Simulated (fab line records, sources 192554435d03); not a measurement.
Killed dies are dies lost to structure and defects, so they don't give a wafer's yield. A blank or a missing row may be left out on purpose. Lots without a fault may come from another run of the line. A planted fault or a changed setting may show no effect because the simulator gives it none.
fab line records | flow n5_finfet
record lots=4 wafers=12 last_day=18
route steps=1938 shown BEOL_M8@1377 BEOL_M9@1401 PASSIVATION@1936
lots that met no fault: from a run of the same line without faults
start_h: hours from the record's first day to the start of the lot's first wafer shown | wait_h: hours since the lot's step before | " the same as in the row above | L1.1+2: a row that stands for several wafers | - no value, or no start given | * or withheld: withheld | < > ~ a bound
route shown NAME@n: a module of which the file shows steps, and the number in the route of the first | usual: mean/standard deviation of fault-free wafers | same: alike in all rows | chamber/n: place in a boat | sites: the reading at each site | _std_site: their standard deviation | _edge_site: outer sites' mean less inner sites' | radius_mm: how far each site lies from the wafer's centre | mask NAME#n: copy n | behind: the tool/chamber that last shaped the wafer | hold: why the lot was held/for how many hours/how that ended | device: the transistor (n, p or np) that didn't switch | end of line: the same wafers' tests at the end of the route | a step without rows: its recipe alone | killed: dies lost to structure and defects at the first sort, not the wafer's yield | map: a wafer's dies, x killed, . not, _ none there
set.NAME: the setting as run; set.NAME@STEP: as run at that earlier step | model.NAME: the simulator's own value behind a step, which no gauge read
lots at some steps of the route; a table a step, a row a wafer
services: from which hour (start_h, from the record's first day; less than 0 if before it) a tool's chamber was out of use, for how many hours, and why
## steps
# step N5_BEOL_M8_TRENCH_ETCH_37
# recipe chemistry=C4F6/O2 target_depth_a=934.78 target=SiCOH_lowk time_s=31.2 ion_energy_ev=250 pressure_mtorr=30 source_w=345 bias_w=185 Ar_flow_sccm=300 C4F6_flow_sccm=10 O2_flow_sccm=10
# step N5_BEOL_M8_ETCH_41
# recipe chemistry=CH3F/O2 target=SiCN target_depth_a=319 taper_deg=2 time_s=57.8 ion_energy_ev=120 mask_material=TiN pressure_mtorr=30 source_w=395 bias_w=75 Ar_flow_sccm=150 CH3F_flow_sccm=30 O2_flow_sccm=20
# step N5_BEOL_M8_STRIP_80
# recipe chemistry=N2/H2 time_s=10 power_w=450 temp_c=40 pressure_mtorr=20 rf_frequency_hz=6e+07 bias_power_w=7 n2_flow_sccm=200 h2_flow_sccm=200
# step N5_BEOL_M8_HM_STRIP_39
# recipe chemistry=peroxide_tin_strip material=TiN target_depth_a=250 temp_c=50 time_s=158
# step N5_BEOL_M8_SRD_40
# recipe time_s=30 temp_c=23 rinse_liquid=diw dry=ipa_marangoni
# step N5_BEOL_M8_PRECLEAN_42
# recipe chemistry=residue_remover time_s=60 temp_c=40
# step N5_BEOL_M8_SRD_43
# recipe time_s=30 temp_c=23 rinse_liquid=diw dry=ipa_marangoni
# step N5_BEOL_M8_CURE_75
# recipe temp_c=370 time_s=120 ambient=DMADMS/He material=SiCOH_lowk
# step N5_BEOL_M8_DEGAS_44
# recipe ambient=vacuum temp_c=250 time_s=60
# step N5_BEOL_M8_PRE_CLEAN_45
# recipe gas=H2/He time_s=30 temp_c=250
# step N5_BEOL_M8_ALD_77
# recipe material=TaN target_thk_a=20 temp_c=275 ald_precursor_family=PDMAT ald_co_reactant=NH3 pressure_torr=3 carrier_flow_sccm=1500 pulse_time_s=2 purge_time_s=3 co_reactant_purge_time_s=2 co_reactant_pulse_time_s=3 ald_cycles=40 precursor_vessel_temp_c=75 precursor_vessel_pressure_torr=26.25 precursor_vessel_carrier_sccm=1000
# usual heater_power_outer_w=227/26 heater_power_w=417/49
# columns lot.wafer tool chamber start_h wait_h heater_power_outer_w heater_power_w
L682.1 ald_metal-01 1 324.91 0.1 219 388
L682.3 " 2 " " 237 415
L682.4 " 0 " " 200 364
L676.1 ald_metal-03 0 338.92 0.1 184 365
L676.2 " 1 " " 227 476
L676.4 " 2 " " 238 454
L679.1 ald_metal-03 3 345.16 0.0 224 397
L679.3 " 2 " " 233 442
L679.5 " 0 " " 180 367
L678.4 ald_metal-03 0 348.57 0.0 185 359
L678.5 " 2 " " 239 459
L678.6 " 1 " " 236 457
# step N5_BEOL_M8_SURFACE_TREAT_79
# recipe gas=Ar time_s=* ion_energy_ev=* ion_current_ma_cm2=0.5 pressure_mtorr=* ar_flow_sccm=30
# step N5_BEOL_M8_CVD_78
# recipe material=Co target_thk_a=20 temp_c=withheld precursor=CCTBA/H2 pressure_torr=30 time_s=142.3
# step N5_BEOL_M8_SPUTTER_48
# recipe material=Cu target_thk_a=100 temp_c=-20 bias_v=60 power_w=26000 chamber_pressure_pa=0.13 time_s=1.667
# step N5_BEOL_M8_ECD_50
# recipe material=Cu target_thk_a=3000
# step N5_BEOL_M8_ANNEAL_51
# recipe temp_c=225 time_s=90 ambient=N2
# step N5_BEOL_M8_CMP_52
# recipe stop_on=SiCOH_lowk t_overpolish_s=6.9 down_force_psi=1 platen_rpm=50 clearing_platen_down_force_psi=1.5 clearing_platen_rpm=50 post_cmp_clean=cu_alkaline target_thk_nm=80 clearing_platen_pad_velocity_m_s=0.99484 pad_velocity_m_s=0.99484
# step N5_BEOL_M8_PRE_CLEAN_55
# recipe gas=NH3 time_s=15 temp_c=withheld rf_power_w=300
# step N5_BEOL_M8_DEP_56
# recipe material=SiCN target_thk_a=100 temp_c=withheld precursor=3MS/NH3 pressure_torr=3 rf_w=202 time_s=17.5
# step N5_BEOL_M9_ILD_DEP_00
# recipe material=SiCOH_lowk target_thk_a=3085.1 temp_c=300 precursor=DEMS/porogen pressure_torr=5 rf_w=500 time_s=58
# step N5_BEOL_M9_CURE_71
# recipe temp_c=385 time_s=240 ambient=He/Ar material=SiCOH_lowk
# step N5_BEOL_M9_PECVD_70
# recipe material=SiO2 target_thk_a=200 temp_c=400 precursor=TEOS/O2 pressure_torr=5.5 rf_w=450 teos_flow_sccm=53.8 gas=O2 flow_sccm=3000 time_s=22.7
# step N5_BEOL_M9_HM_DEP_02
# recipe material=TiN target_thk_a=200 temp_c=25 chamber_pressure_pa=0.49996
# step N5_BEOL_M9_COAT_59
# recipe resist=SOC temp_c=250 time_s=60 spin_rpm=1500 resist_thk_nm=100
# step N5_BEOL_M9_COAT_60
# recipe resist=SiARC temp_c=220 time_s=60 spin_rpm=1500 resist_thk_nm=30
# step N5_BEOL_M9_COAT_05
# recipe resist=CAR-ArF spin_rpm=1500 resist_thk_nm=90
# step N5_BEOL_M9_EBR_07
# recipe solvent=PGMEA ebr_width_mm=1.5
# step N5_BEOL_M9_SOFTBAKE_06
# recipe temp_c=110 time_s=60 resist=CAR-ArF
# step N5_BEOL_M9_EXPOSE_08
# recipe mask_id=M9 na=1.35 source_shape=dipole sigma_inner=0.411 sigma_outer=0.611 polarization=te dose_mj=53.75
# step N5_BEOL_M9_PEB_09
# recipe peb_temp_c=withheld peb_time_s=60 resist=CAR-ArF
# step N5_BEOL_M9_DEVELOP_10
# recipe develop_time_s=30 developer=TMAH resist=CAR-ArF rinse_liquid=diw dry=air_spin dev_temp_c=23
# step N5_BEOL_M9_DESCUM_16
# recipe chemistry=O2 time_s=7.9 source_power_w=50 bias_power_w=20 pressure_mtorr=20 rf_frequency_hz=2.712e+07 temp_c=40 resist=CAR-ArF o2_flow_sccm=225
# step N5_BEOL_M9_ETCH_61
# recipe chemistry=CF4 target=SiARC target_depth_a=390 mask_material=CAR-ArF time_s=65 ion_energy_ev=80 pressure_mtorr=40 source_w=545 bias_w=36 Ar_flow_sccm=100 cf4_flow_sccm=100 ends=cleared
# step N5_PASSIVATION_PROBE_49
# usual defect_limited_yield=91.0/1.5 killed_at_M0_to_M3=32/9.6 killed_at_M4_up=13/4.7 killed_at_contacts=13/7.2 killed_at_front_end=44/13 killed_at_other=4/3.4 killed_dies=106/18 killed_on_rim=14/4.2 killed_open=70/13 killed_short=35/8 sort_bin_5_function=5.3/0.97 sort_bin_6_memory=3.4/0.73 sort_n_pass=1074/18 sort_yield_pct=91.0/1.5
# same gross_dies=1180 killed_at_back_side=0 sort_bin_4_leakage[%]=0 sort_bin_8_speed[%]=0
# columns lot.wafer tool chamber start_h wait_h defect_limited_yield[%] killed_at_M0_to_M3 killed_at_M4_up killed_at_contacts killed_at_front_end killed_at_other killed_dies killed_on_rim killed_open killed_short sort_bin_5_function[%] sort_bin_6_memory[%] sort_n_pass sort_yield_pct[%]
L679.3 prober-01 - 420.91 0.1 85.5 56 63 19 28 5 171 31 78 40 9.6 3.9 1009 85.5
L679.5 prober-01 - 421.01 0.2 91.8 49 4 11 27 6 97 16 58 38 4.5 3.6 1083 91.8
L676.1 prober-02 - 425.07 0.0 91.0 31 15 5 48 7 106 14 55 44 5.5 3.1 1074 91.0
L676.2 prober-02 - 425.12 0.1 87.5 25 10 24 84 5 148 21 84 56 6.9 4.5 1032 87.5
L678.5 prober-01 - 425.28 0.2 87.7 31 62 14 37 1 145 30 62 32 8.0 3.6 1035 87.7
# killed by level:class
L679.3 BEOL_M8:unspecified=49 BEOL_M0_SAQP:geometric_particle:open=18 BEOL_M3:geometric_particle:open=15 MOL_CONTACT_COAG:geometric_particle:open=12 FIN_SAQP:geometric_particle:open=7 BEOL_M4:geometric_particle:open=7 MOL_CONTACT_COAG:geometric_particle:short=6 BEOL_M3:geometric_particle:short=5
L679.5 BEOL_M3:geometric_particle:open=20 BEOL_M0_SAQP:geometric_particle:short=16 MOL_CONTACT_COAG:geometric_particle:open=7 BEOL_M0_SAQP:geometric_particle:open=7 FIN_SAQP:geometric_particle:short=6 FIN_SAQP:geometric_particle:open=5 GATE_CUT:geometric_particle:open=5 STARTING-WAFER:geometric_particle:short=5
L676.1 FIN_SAQP:geometric_particle:short=15 FIN_SAQP:geometric_particle:open=13 BEOL_M0_SAQP:geometric_particle:open=8 BEOL_M3:geometric_particle:open=7 ILD0:geometric_particle:short=5 MOL_CONTACT_COAG:geometric_particle:open=5 BEOL_M2:geometric_particle:open=4 BEOL_M0_SAQP:geometric_particle:short=4
L676.2 FIN_SAQP:geometric_particle:open=32 FIN_SAQP:geometric_particle:short=23 MOL_CONTACT_COAG:geometric_particle:open=17 MOL_CONTACT_COAG:geometric_particle:short=7 GATE_CUT:geometric_particle:short=6 BEOL_M1:geometric_particle:open=6 STI_FIN_REVEAL:geometric_particle:open=5 HKMG_FIN:area_etch=5
L678.5 BEOL_M8:unspecified=51 STI_FIN_REVEAL:geometric_particle:open=13 MOL_CONTACT_COAG:geometric_particle:open=11 BEOL_M2:geometric_particle:open=10 BEOL_M0_SAQP:geometric_particle:short=5 BEOL_M0_SAQP:geometric_particle:open=4 FIN_SAQP:geometric_particle:short=3 ILD0:geometric_particle:short=3
# map L678.5 (x killed, . not)
_________________xxxxxxxxxxxx________________
______________..xxxxxxxxxxxxxx.._____________
___________.x..x..xxxxxxxxxxx.x....__________
__________..x.......xx.xxxx.x......._________
________..............xx.x.x.x........_______
_______...................x...x........______
______......x....x......................_____
_____........x.........x.................____
____.x........................x....xx.....___
___.x................x.....................__
___.........x...x......x......x....x.....xx__
__...x.x........x.........x................._
__...........................x..x..........._
_.............x.......................x......
_...x.....x..x.......................x.......
_..........x....x.x.........xx......x..x.....
_x...........xx...........x............x....x
_..x.x...........xxx..................x.x...x
_..x..x.....................x.....xx..x......
_...x...........................x.......x....
_............................................
__....x.....x.......x.x....................._
__.........x..x..x.........................x_
___..x..........x..........................__
___..........x.......x........x........x...__
____...x..x...............................___
_____....................................____
______......x.........x................._____
_______...........x....................______
________x................x............_______
__________..xx...x.................._________
___________...xx.....x.............__________
______________................xx_____________
_________________....x......x________________
# map L679.3 (x killed, . not)
_________________xxxxxxxxxxxx________________
______________.xx.xxxxxxxxxxxx.._____________
___________..x.x.xxxxxxxxxxxx.....x__________
__________x........xxxxxxxx........._________
________.........x...x.x.x......x.xx.._______
_______...................x........x...______
______..x....x..........x.x.x..x.......x_____
_____...........x......x....x.....x.....x____
____..x.x........x....................x...___
___........................x.......x..xx...__
___...................x..........xx........__
__....x.........................x....x..x..._
__....xx.....x.............................x_
_..........................x.x......x........
_...x.................x..............x.x...x.
_.........x..x................x..............
_....x.................x...x.........x.......
_....x......x......x..............x.x.....x.x
_..........x.x.x.......x..............x......
_.x.x..................x.....................
_x...................x.....x..x.....x.x.....x
__.....x.....................x..........x..._
__...........x..........x................x.._
___.....x....................x.xx......x...__
___.....x...x.x............x..x.x.....x....__
____.....x..............x..............x..___
_____......x.....x......................x____
______...x..x....................x.x...._____
_______x.x..........x......xx..........______
________.....................x........_______
__________....x.x..................._________
___________..x...x..........x......__________
______________........x..xx.x..._____________
_________________.......x....________________
## services
# columns tool chamber start_h hours kind
ald_metal-01 1 328.35 30.4 repair
ald_metal-01 - 337.25 14.0 pm
ald_metal-01 0 337.25 14.0 vent_cycle
ald_metal-01 2 337.25 14.0 vent_cycle
ald_metal-01 3 337.25 14.0 vent_cycle
## key
first_sign step=N5_PASSIVATION_PROBE_49 reading=killed_at_M4_up direction=up sigmas=10 usual=13 struck=62
effect step=N5_PASSIVATION_PROBE_49 reading=killed_dies direction=up sigmas=2.9 usual=106 struck=158
more_kills_born_at N5_BEOL_M8_ALD_77@ald_metal-03=100
met_at N5_BEOL_M8_ALD_77
struck_wafers L678.5,L679.3
onset_between 338.92 345.16
fault kind=chamber_particle_source tool=ald_metal-03 chamber=2 onset_h=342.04 steps=N5_BEOL_M8_ALD_77 rate_per_visit_cm2=0.52709 end_h=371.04
